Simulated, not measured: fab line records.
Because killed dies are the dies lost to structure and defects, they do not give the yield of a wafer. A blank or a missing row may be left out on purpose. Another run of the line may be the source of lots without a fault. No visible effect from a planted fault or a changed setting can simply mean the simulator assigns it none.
Matching of chambers :: flow n5_finfet :: N5_BEOL_M7_DESCUM_33 on rie_diel-02 has 4 sister chambers
The step chemistry O2, time 7 s. 4 wafers are shown with their chamber, then 7 later ones without.

== WAFERS WITH THEIR CHAMBER ==
wafer: L103.2
chamber: 0
drypump_motor_current_A (A): 4.7

wafer: L107.3
chamber: 2
drypump_motor_current_A (A): 5.7

wafer: L106.3
chamber: 3
drypump_motor_current_A (A): 5.9

wafer: L106.4
chamber: 1
drypump_motor_current_A (A): 5.0

== WAFERS MISSING THEIR CHAMBER ==
wafer: L106.5
drypump_motor_current_A (A): 5.0

wafer: L111.2
drypump_motor_current_A (A): 5.1

wafer: L111.3
drypump_motor_current_A (A): 5.7

wafer: L111.5
drypump_motor_current_A (A): 5.9

wafer: L110.2
drypump_motor_current_A (A): 5.6

wafer: L110.3
drypump_motor_current_A (A): 5.1

wafer: L110.5
drypump_motor_current_A (A): 5.9

== WHICH CHAMBER EACH WENT THROUGH ==
wafer: L106.5
from the rows above: 1
in truth: 1

wafer: L111.2
from the rows above: 1
in truth: 1

wafer: L111.3
from the rows above: 2
in truth: 2

wafer: L111.5
from the rows above: 3
in truth: 3

wafer: L110.2
from the rows above: 2
in truth: 2

wafer: L110.3
from the rows above: 1
in truth: 1

wafer: L110.5
from the rows above: 3
in truth: 3
Placed correctly: 7 of 7. Can't be placed from these rows: 0. Placed wrongly: 0.
How it was worked out, from the rows above alone: a wafer's distance from a chamber is the root of the sum, over the readings, of the square of ((its reading less the chamber's mean) divided by the reading's scatter). The wafer belongs to the nearest chamber; if the next one is less than 2 further off, it can't be placed. The mean given for a chamber averages the wafers shown for that chamber. The scatter: with one shown wafer a chamber, the root of the mean of the squares of how far each hidden wafer lies from its nearest shown one.
